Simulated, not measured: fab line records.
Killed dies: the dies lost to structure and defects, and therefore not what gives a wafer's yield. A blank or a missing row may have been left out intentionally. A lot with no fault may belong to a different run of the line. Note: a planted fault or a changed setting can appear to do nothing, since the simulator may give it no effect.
Which of the tools did it?    flow n5 finfet    Sampling: 23 lots, 69 wafers, 3 of 1938 route steps

== WHAT EACH GAUGE READ, for each wafer ==
N5_BEOL_M0_SAQP_THK_MEAS_05. Usual: thk nm reads 60.2 nm (standard deviation 1).
lot   measured      on             thk nm (nm)     flag
L074  day 5 16:45   film metro-01  59.2 60.3 60.4  
L075  day 5 22:46   film metro-02  59.3 61.0 60.4  
L076  day 6 10:55   film metro-02  59.4 61.1 61.4  
L078  day 6 13:14   film metro-02  61.0 59.8 61.4  
L077  day 6 18:35   film metro-01  58.7 59.1 59.8  
L079  day 6 19:05   film metro-02  60.2 60.6 62.2  
L080  day 6 22:46   film metro-02  60.6 61.0 61.6  
L081  day 7 01:33   film metro-01  59.9 58.7 60.5  
L082  day 7 12:28   film metro-01  59.1 59.3 60.0  
L083  day 7 17:02   film metro-02  59.9 60.1 59.9  
L084  day 8 05:13   film metro-01  58.6 60.2 58.3  
L085  day 8 13:11   film metro-02  60.3 60.8 60.3  
L086  day 8 15:33   film metro-01  61.3 59.6 60.0  
L087  day 8 23:02   film metro-01  60.2 58.8 60.3  
L088  day 9 01:27   film metro-01  59.1 58.9 59.2  
L089  day 9 06:08   film metro-02  58.9 57.5 60.1  
L090  day 9 09:23   film metro-01  60.0 60.4 60.2  
L092  day 10 02:54  film metro-01  60.1 59.0 61.0  
L093  day 10 07:52  film metro-02  61.3 61.9 61.2  
L094  day 10 15:11  film metro-01  61.9 61.1 60.8  
L095  day 10 18:44  film metro-01  60.5 59.9 60.4  
L096  day 10 22:16  film metro-02  60.5 61.1 61.5  
L097  day 11 06:19  film metro-01  60.0 60.3 61.1  

N5_BEOL_M0_SAQP_OVL_MEAS_15. Usual: for M0_CORE_OVL the level is 0.1 nm and the standard deviation is 0.67.
lot   measured      on          M0_CORE_OVL (nm)  flag
L074  day 5 17:16   overlay-01  0.1 0.7 -0.3      
L075  day 5 23:16   overlay-02  1.1 1.1 0.6       
L076  day 6 11:19   overlay-01  -0.5 0.9 -0.3     
L078  day 6 13:37   overlay-01  -0.2 0.0 -0.6     
L077  day 6 18:59   overlay-02  0.0 0.6 0.2       
L079  day 6 19:28   overlay-02  -0.3 0.3 -0.2     
L080  day 6 23:09   overlay-02  -1.0 -0.9 -0.5    
L081  day 7 02:04   overlay-02  -0.6 -0.2 -0.7    
L082  day 7 12:51   overlay-02  -0.5 0.3 0.8      
L083  day 7 17:26   overlay-01  1.3 0.5 0.5       
L084  day 8 05:44   overlay-01  -0.1 0.4 1.0      
L085  day 8 13:43   overlay-01  -0.3 0.7 0.9      
L086  day 8 15:56   overlay-02  0.6 0.0 -0.3      
L087  day 8 23:33   overlay-02  0.5 0.4 0.4       
L088  day 9 01:50   overlay-02  0.5 0.8 1.0       
L089  day 9 06:39   overlay-01  0.0 0.6 0.4       
L090  day 9 09:47   overlay-01  -0.2 0.2 -1.3     
L092  day 10 03:25  overlay-02  -0.2 -0.3 -1.3    
L093  day 10 08:22  overlay-02  0.2 0.2 -0.3      
L094  day 10 15:43  overlay-02  0.2 1.1 0.4       
L095  day 10 19:08  overlay-02  0.5 0.9 0.8       
L096  day 10 22:48  overlay-02  0.1 -1.1 -1.0     
L097  day 11 06:43  overlay-02  -0.2 0.7 -0.1     

== WHAT TOOL EACH LOT RAN ON (gives the tool, then ch and the chambers of the sampled wafers, and finally the start) ==
lot   N5_BEOL_M0_SAQP_PECVD_96
L074  pecvd-04 ch 0,1,2, day 5 16:34
L075  pecvd-01 ch 1,2, day 5 22:35
L076  pecvd-02 ch 0,1,2, day 6 10:46
L078  pecvd-02 ch 0,1,2, day 6 13:04
L077  pecvd-04 ch 0,1,2, day 6 18:23
L079  pecvd-02 ch 0,2, day 6 18:54
L080  pecvd-02 ch 0,2, day 6 22:35
L081  pecvd-01 ch 0,1, day 7 01:22
L082  pecvd-04 ch 0,2, day 7 12:17
L083  pecvd-02 ch 0,1, day 7 16:52
L084  pecvd-04 ch 0,2, day 8 05:02
L085  pecvd-01 ch 0,1, day 8 13:01
L086  pecvd-01 ch 0,1,2, day 8 15:22
L087  pecvd-01 ch 0,1, day 8 22:51
L088  pecvd-04 ch 0,2, day 9 01:16
L089  pecvd-04 ch 0,2, day 9 05:57
L090  pecvd-01 ch 0,1,2, day 9 09:13
L092  pecvd-04 ch 0,1, day 10 02:38
L093  pecvd-01 ch 0,2, day 10 07:41
L094  pecvd-01 ch 0,1,2, day 10 15:00
L095  pecvd-02 ch 0,2, day 10 18:29
L096  pecvd-02 ch 0,2, day 10 22:01
L097  pecvd-02 ch 0,1,2, day 11 06:08
- N5_BEOL_M0_SAQP_PECVD_96: deposits a-Si from SiH4/He, target thk 45 nm, time 45.2 s.

== WHAT THE TOOLS THEMSELVES READ (means of the sampled wafers that have a number; where no wafer has one, the mark that the record gives instead) ==
N5_BEOL_M0_SAQP_PECVD_96. Usual: heater power w 611 W, standard deviation 72; showerhead plenum p Torr 5.67 Torr, standard deviation 0.065; throttle valve pct 18.5 %, standard deviation 0.98.
lot   tool      heater power w (W)  showerhead plenum p Torr (Torr)  throttle valve pct (%)  flag
L074  pecvd-04  568                 5.68                             18.6                    
L075  pecvd-01  542                 5.64                             19.1                    
L076  pecvd-02  668                 5.72                             18.0                    
L078  pecvd-02  682                 5.72                             18.0                    
L077  pecvd-04  582                 5.69                             18.8                    
L079  pecvd-02  597                 5.75                             17.8                    
L080  pecvd-02  632                 5.76                             17.7                    
L081  pecvd-01  556                 5.64                             18.9                    
L082  pecvd-04  593                 5.67                             17.8                    
L083  pecvd-02  718                 5.71                             17.9                    
L084  pecvd-04  564                 5.69                             17.8                    
L085  pecvd-01  544                 5.66                             19.5                    
L086  pecvd-01  568                 5.61                             18.7                    
L087  pecvd-01  595                 5.65                             18.9                    
L088  pecvd-04  587                 5.68                             18.6                    
L089  pecvd-04  605                 5.68                             17.8                    
L090  pecvd-01  567                 5.62                             18.9                    
L092  pecvd-04  592                 5.68                             19.7                    
L093  pecvd-01  679                 5.57                             18.0                    
L094  pecvd-01  634                 5.62                             18.6                    
L095  pecvd-02  660                 5.75                             17.7                    
L096  pecvd-02  630                 5.75                             17.8                    
L097  pecvd-02  650                 5.72                             18.0                    

== THE ANSWER, worked out from the rows above alone ==
Rule: a lot counts as off when the mean over its wafers that have a number is more than 3 standard deviations away from the usual mean. Also off: a lot with no number at a reading for which 4 or more lots have one. All remaining lots with rows at the step are treated as sound. After the gauges, taken in route order, come the tools' own readings; for these a lot's mean is taken, as printed above. At the first step where some lot is off, the reading lying furthest off is the one used; lots without a number count as furthest.
No lot is off on any of the readings shown, so nothing can be concluded from this.

== WHAT THE SIMULATOR HAD PUT IN ==
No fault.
